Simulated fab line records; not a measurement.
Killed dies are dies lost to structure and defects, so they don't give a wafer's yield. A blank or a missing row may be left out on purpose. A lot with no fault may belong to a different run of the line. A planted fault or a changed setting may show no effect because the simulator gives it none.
fab line records	flow nand_harc
[record] lots = 13	wafers = 39	last_day = 24
route steps=1159 shown A_ZERO_WELL@411 A_ONON_D1@440 A_CHANNEL_HOLE_D1@450 END@1159
lots untouched by any fault: they come from a run of this same line in which no faults occurred
start_h: hours from the record's first day to the start of the lot's first wafer shown	wait_h: hours since the lot's step before	" identical to the entry in the row above	L1.1+2: several wafers, shown together as one row	- value missing, or start not given	* or withheld: withheld	< > ~ a bound
route shown NAME@n: a module of which the file shows steps, and the number in the route of the first	usual: average and standard deviation across the fault-free wafers	same: alike in all rows	chamber/n: place in a boat	sites: per-site readings	_std_site: their standard deviation	_edge_site: mean of outer sites minus mean of inner sites	radius_mm: for every site, how far away it sits from the centre of the wafer	mask NAME#n: copy n	behind: tool/chamber where the wafer was last shaped	hold: the reason the lot was held/the length of the hold in hours/how it ended	device: names the non-switching transistor (n, p or np)	end of line: at the end of the route, the tests of the same wafers	for a step that has no rows: nothing shown but its recipe	killed: at the first sort, the dies lost to defects and structure; wafer yield is something else	map: a wafer's dies, x killed, . not, _ none there
set.NAME: the run value of the setting; set.NAME@STEP: its run value at that earlier step	model.NAME: the simulator's own value behind a step, which no gauge read
a sample of lots followed through the steps of the route, with each step as a table and each wafer as a row
services: the hour from which a tool's chamber was out of use, counted from the record's first day as start_h (under 0 if before that day), plus the number of hours and why
[[steps]]
[step NHARC_A_ZERO_WELL_RTA_16]
[recipe] temp_c = 1000	time_s = 10
[usual] lamp_power_pct = 31/3.1	wafer_temp_C_max = 1004.4/1.1
lot.wafer	tool	chamber	start_h	wait_h	lamp_power_pct	wafer_temp_C_max
L456.3	rtp_anneal-01	0	137.25	-	35	1004.3
L456.4	"	0	"	"	35	1005.7
L456.6	"	0	"	"	35	1006.4
L458.2	rtp_anneal-01	0	147.00	-	35	1007.2
L458.3	"	0	"	"	35	1005.9
L458.6	"	0	"	"	35	1003.5
L459.1	rtp_anneal-02	0	156.56	-	28	1004.0
L459.4	"	0	"	"	28	1005.7
L459.6	"	0	"	"	28	1003.7
L463.1	rtp_anneal-01	0	173.18	-	35	1005.0
L463.2	"	0	"	"	35	1005.0
L463.5	"	0	"	"	35	1005.0
L462.2	rtp_anneal-02	0	174.50	-	28	1004.0
L462.3	"	0	"	"	28	1004.0
L462.5	"	0	"	"	28	1004.2
L464.1	rtp_anneal-02	0	181.42	-	28	1004.1
L464.2	"	0	"	"	28	1003.4
L464.4	"	0	"	"	28	1003.5
L472.1	rtp_anneal-01	0	239.35	-	35	1004.5
L472.2	"	0	"	"	35	1007.2
L472.6	"	0	"	"	35	1003.6
L471.4	rtp_anneal-02	0	240.19	-	28	1004.2
L471.5	"	0	"	"	28	1003.0
L471.6	"	0	"	"	28	1003.9
L476.1	rtp_anneal-02	0	248.76	-	28	1003.9
L476.2	"	0	"	"	28	1004.5
L476.4	"	0	"	"	28	1003.2
L475.2	rtp_anneal-02	0	250.61	-	28	1004.9
L475.5	"	0	"	"	28	1003.2
L475.6	"	0	"	"	28	1002.7
L474.2	rtp_anneal-01	0	251.19	-	35	1005.1
L474.3	"	0	"	"	35	1004.1
L474.6	"	0	"	"	35	1004.3
L477.2	rtp_anneal-02	0	264.33	-	28	1004.0
L477.3	"	0	"	"	28	1004.6
L477.4	"	0	"	"	28	1004.5
L479.4	rtp_anneal-02	0	273.88	-	28	1004.9
L479.5	"	0	"	"	28	1003.8
L479.6	"	0	"	"	28	1004.1
[step NHARC_A_ONON_D1_DEP_22]
[recipe] target_thk_a = 10000	n2_flow_sccm = 2750	n2o_flow_sccm = 2000	nh3_flow_sccm = 500	sih4_flow_sccm = 210	temp_c = 400
lot.wafer	tool	chamber	start_h	wait_h
L456.3+4+6	pecvd_onon-03	0	168.90	0.2
L458.2+3+6	pecvd_onon-03	0	178.83	0.1
L459.1+4+6	pecvd_onon-03	0	190.28	0.1
L463.1+2+5	pecvd_onon-04	0	207.58	0.1
L462.2+3+5	pecvd_onon-03	0	207.63	0.1
L464.1+2+4	pecvd_onon-03	0	214.37	0.1
L472.1+2+6	pecvd_onon-03	0	273.21	0.1
L471.4+5+6	pecvd_onon-04	0	273.66	0.2
L476.1+2+4	pecvd_onon-04	0	281.11	0.1
L475.2+5+6	pecvd_onon-02	0	281.16	0.1
L474.2+3+6	pecvd_onon-03	0	281.17	0.1
L477.2+3+4	pecvd_onon-04	0	295.24	0.1
L479.4+5+6	pecvd_onon-04	0	306.47	0.2
[step NHARC_A_ONON_D1_THK_MEAS_24]
[recipe] thk_meas_gauge = ellipsometry
[usual] thk_nm = 998/7.7
lot.wafer	tool	chamber	start_h	wait_h	thk_nm
L456.3	film_metro-02	-	169.30	-	995
L456.4	"	-	"	"	994
L456.6	"	-	"	"	995
L458.2	film_metro-01	-	179.28	-	999
L458.3	"	-	"	"	997
L458.6	"	-	"	"	998
L459.1	film_metro-02	-	190.82	-	994
L459.4	"	-	"	"	992
L459.6	"	-	"	"	993
L462.2	film_metro-01	-	208.08	-	1014
L462.3	"	-	"	"	1014
L462.5	"	-	"	"	1013
L463.1	film_metro-02	-	208.10	-	1002
L463.2	"	-	"	"	1001
L463.5	"	-	"	"	1001
L464.1	film_metro-01	-	214.88	-	990
L464.2	"	-	"	"	991
L464.4	"	-	"	"	988
L472.1	film_metro-01	-	273.71	-	995
L472.2	"	-	"	"	995
L472.6	"	-	"	"	1285
L471.4	film_metro-01	-	274.00	-	990
L471.5	"	-	"	"	988
L471.6	"	-	"	"	990
L474.2	film_metro-01	-	281.62	-	989
L474.3	"	-	"	"	1280
L474.6	"	-	"	"	1281
L475.2	film_metro-02	-	281.62	-	1002
L475.5	"	-	"	"	1001
L475.6	"	-	"	"	1003
L476.1	film_metro-01	-	281.62	-	1011
L476.2	"	-	"	"	1011
L476.4	"	-	"	"	1012
L477.2	film_metro-01	-	295.69	-	990
L477.3	"	-	"	"	988
L477.4	"	-	"	"	991
L479.4	film_metro-02	-	306.81	-	1000
L479.5	"	-	"	"	1000
L479.6	"	-	"	"	999
[step NHARC_A_ONON_D1_DEP_33]
[recipe] target_thk_a = 2000	temp_c = 400	pressure_torr = 6.5	rf_w = 900	teos_flow_sccm = 161.4	flow_sccm = 2650	target_thk_nm = 200	gas = O2	material = SiO2
[usual] heater_power_w = 535/82	throttle_valve_pct = 15.9/0.5
lot.wafer	tool	chamber	start_h	wait_h	heater_power_w	throttle_valve_pct
L456.3	pecvd-03	0	170.68	0.2	558	16.1
L456.6	"	0	"	"	548	16.3
L456.4	"	1	"	"	497	16.5
L458.3	pecvd-04	2	180.73	0.3	600	16.2
L458.2	"	0	"	"	448	15.6
L458.6	"	1	"	"	463	15.9
L459.1	pecvd-01	0	192.11	0.1	450	15.5
L459.4	"	1	"	"	564	15.5
L459.6	"	2	"	"	693	15.9
L462.2	pecvd-04	1	209.27	0.1	394	15.7
L462.3	"	2	"	"	657	15.6
L462.5	"	0	"	"	459	15.3
L463.2	pecvd-03	2	209.29	0.1	440	16.5
L463.1	"	1	"	"	532	16.4
L463.5	"	2	"	"	439	16.4
L464.2	pecvd-04	1	216.09	0.1	372	15.3
L464.1	"	2	"	"	633	15.5
L464.4	"	2	"	"	636	15.9
L472.1	pecvd-01	2	274.93	0.1	622	15.5
L472.2	"	0	"	"	478	14.9
L472.6	"	2	"	"	615	15.5
L471.4	pecvd-03	0	275.37	0.2	520	16.9
L471.6	"	1	"	"	392	16.6
L471.5	"	2	"	"	416	16.5
L474.3	pecvd-03	1	282.81	0.1	512	16.4
L474.2	"	2	"	"	486	16.6
L474.6	"	0	"	"	619	16.4
L476.1	pecvd-01	0	283.08	0.3	495	15.3
L476.2	"	1	"	"	628	15.5
L476.4	"	2	"	"	717	15.5
L475.2	pecvd-03	0	283.17	0.4	540	16.4
L475.5	"	2	"	"	516	16.5
L475.6	"	0	"	"	546	16.5
L477.2	pecvd-04	0	297.15	0.3	474	15.5
L477.3	"	0	"	"	454	15.8
L477.4	"	1	"	"	475	15.5
L479.5	pecvd-04	1	308.13	0.2	453	15.7
L479.4	"	2	"	"	584	15.7
L479.6	"	0	"	"	444	15.7
[step NHARC_A_CHANNEL_HOLE_D1_DEP_00]
[recipe] target_thk_a = 31000	temp_c = 400	material = aC
[usual] throttle_valve_pct = 35.001/0.0082
lot.wafer	tool	chamber	start_h	wait_h	throttle_valve_pct
L456.3	acl_dep-01	0	172.36	1.2	35.012
L456.4	"	0	"	"	34.989
L456.6	"	0	"	"	35.000
L458.2	acl_dep-01	0	183.38	2.2	34.993
L458.3	"	0	"	"	34.999
L458.6	"	0	"	"	35.004
L459.1	acl_dep-02	0	192.59	0.1	34.987
L459.4	"	0	"	"	34.990
L459.6	"	0	"	"	34.998
L462.2	acl_dep-01	0	210.14	0.4	35.010
L462.3	"	0	"	"	35.005
L462.5	"	0	"	"	35.001
L463.1	acl_dep-02	0	210.21	0.4	34.990
L463.2	"	0	"	"	34.998
L463.5	"	0	"	"	34.997
L464.1	acl_dep-02	0	217.61	1.0	35.010
L464.2	"	0	"	"	35.000
L464.4	"	0	"	"	35.011
L472.1	acl_dep-02	0	275.49	0.1	35.008
L472.2	"	0	"	"	35.001
L471.4	acl_dep-03	0	277.49	1.8	35.001
L471.5	"	0	"	"	35.013
L471.6	"	0	"	"	35.001
L474.2	acl_dep-02	0	283.90	0.6	34.995
L476.1	acl_dep-01	0	285.46	1.9	34.999
L476.2	"	0	"	"	34.997
L476.4	"	0	"	"	35.004
L475.2	acl_dep-02	0	285.78	2.2	35.004
L475.5	"	0	"	"	34.980
L475.6	"	0	"	"	35.000
L477.2	acl_dep-03	0	303.72	5.9	34.995
L477.3	"	0	"	"	35.013
L477.4	"	0	"	"	34.994
L479.4	acl_dep-01	0	311.43	3.0	35.014
L479.5	"	0	"	"	35.008
L479.6	"	0	"	"	35.010
[step NHARC_END_SORT_01]
[recipe] temp_c = 25
[usual] killed_at_array = 25/9.5	killed_at_other = 0.8/1.2	killed_at_periphery = 3.4/2.2	killed_dies = 29/10	killed_open = 3.3/1.8	killed_short = 2.1/1.4
[same] gross_dies = 677
lot.wafer	tool	chamber	start_h	wait_h	killed_at_array	killed_at_other	killed_at_periphery	killed_dies	killed_open	killed_short
L472.1	prober-02	0	549.27	2.5	50	2	4	56	5	0
L472.2	prober-02	0	550.06	2.8	35	0	6	41	3	2
L472.6	prober-02	0	553.22	3.9	670	1	6	677	7	1
L474.2	prober-02	0	559.03	2.8	32	0	2	34	2	5
L474.3	prober-02	0	559.84	3.1	677	0	0	677	3	1
L474.6	prober-02	0	562.26	4.0	676	1	0	677	6	1
// killed by level:class
L472.1 A_SLIT:chamber_film_flake=20 A_CHANNEL_HOLE_D1:chamber_film_flake=18 A_CONTACT:chamber_film_flake=4 A_CHANNEL_FILL_D1:geometric_particle:open=3 A_STAIRCASE:chamber_film_flake=3 P_M2:chamber_film_flake=2 THIN_TSV:chamber_film_flake=2 P_CONTACT:geometric_particle:open=1
L472.2 A_CHANNEL_HOLE_D1:chamber_film_flake=22 A_SLIT:chamber_film_flake=4 P_GATE:chamber_film_flake=3 A_CONTACT:chamber_film_flake=3 A_CHANNEL_HOLE_D1:geometric_particle:short=2 P_M2:chamber_film_flake=2 A_STAIRCASE:chamber_film_flake=2 P_CONTACT:geometric_particle:open=1
L472.6 A_ONON_D1:area_dep=627 A_SLIT:chamber_film_flake=16 A_CHANNEL_HOLE_D1:chamber_film_flake=13 A_CONTACT:chamber_film_flake=6 P_M0:geometric_particle:open=3 A_CHANNEL_FILL_D1:geometric_particle:open=3 A_ZERO_WELL:chamber_film_flake=2 A_STAIRCASE:chamber_film_flake=2
L474.2 A_CHANNEL_HOLE_D1:chamber_film_flake=22 P_M2:chamber_film_flake=2 A_ONON_D1:geometric_particle:short=1 A_ONON_D1:geometric_particle:open=1 A_CHANNEL_FILL_D1:geometric_particle:short=1 A_WL_FILL:geometric_particle:short=1 A_CONTACT:geometric_particle:open=1 A_CONTACT:geometric_particle:short=1
L474.3 A_ONON_D1:area_dep=647 A_CHANNEL_HOLE_D1:chamber_film_flake=15 A_STAIRCASE:chamber_film_flake=4 A_CONTACT:chamber_film_flake=4 A_M0:geometric_particle:open=2 A_SLIT:chamber_film_flake=2 A_WL_FILL:geometric_particle:short=1 A_CONTACT:geometric_particle:open=1
L474.6 A_ONON_D1:area_dep=639 A_CHANNEL_HOLE_D1:chamber_film_flake=24 A_M0:geometric_particle:open=3 A_STAIRCASE:chamber_film_flake=2 A_WL_FILL:chamber_film_flake=2 A_CONTACT:chamber_film_flake=2 A_CHANNEL_FILL_D1:geometric_particle:short=1 A_CONTACT:geometric_particle:open=1
[[services]]
tool	chamber	start_h	hours	kind
pecvd-03	0	124.00	-	clean
pecvd-03	1	124.00	-	clean
pecvd-03	2	124.00	-	clean
pecvd-03	2	125.43	4.9	repair
pecvd-03	2	141.84	4.6	repair
pecvd_onon-03	-	153.41	13.0	pm
pecvd-04	1	153.72	23.2	repair
acl_dep-02	-	168.43	13.0	pm
pecvd-03	-	189.66	0.6	repair
pecvd-04	-	195.42	13.0	pm
pecvd-04	0	195.42	13.0	vent_cycle
pecvd-04	1	195.42	13.0	vent_cycle
pecvd-04	2	195.42	13.0	vent_cycle
pecvd-01	-	195.76	0.9	repair
acl_dep-03	-	224.94	13.0	pm
pecvd_onon-04	-	237.00	13.0	pm
pecvd-01	-	237.11	13.0	pm
pecvd-01	-	264.26	2.1	repair
pecvd-04	0	277.09	19.1	repair
pecvd-04	2	282.54	19.9	repair
pecvd_onon-02	-	292.00	13.0	pm
pecvd-03	-	292.23	13.0	pm
acl_dep-01	-	293.80	13.0	pm
rtp_anneal-02	-	300.00	12.0	pm
[[key]]
[first_sign] step = NHARC_A_ONON_D1_THK_MEAS_24	reading = thk_nm	direction = up	sigmas = 37	usual = 998	struck = 1282
[effect] step = NHARC_END_SORT_01	reading = killed_at_array	direction = up	sigmas = 68	usual = 25	struck = 674
[more_kills_born_at] NHARC_A_ONON_D1_DEP_22@pecvd_onon-03 = 1913
met_at NHARC_A_ONON_D1_DEP_22
struck_lots L472,L474
struck_wafers L472.6,L474.3,L474.6
later_rows_left_out L472.6,L474.3,L474.6
tester_left_out L472,L474
not_acting_at NHARC_A_ZERO_WELL_RTA_16,NHARC_A_ONON_D1_DEP_33,NHARC_A_CHANNEL_HOLE_D1_DEP_00
onset_between 214.37 273.21
[fault] kind = process_parameter_drift	tool = pecvd_onon-03	chamber = -	onset_h = 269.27	steps = NHARC_A_ONON_D1_DEP_22	channel = target_thk_a	offset = *	shape = step	end_h = 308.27	scope = struck_wafers_only	acts_in = *	stated = *
// tester_left_out: of these lots the tester's yield and bins aren't shown, on N5 and GAA mostly nor the transistor test; their killed dies are dies lost to structure and defects alone, not to doping, threshold or leakage, so they don't give the yield
// later_rows_left_out: the simulator's readings of these wafers behind a module that went badly wrong aren't trusted and aren't shown, but for the sort
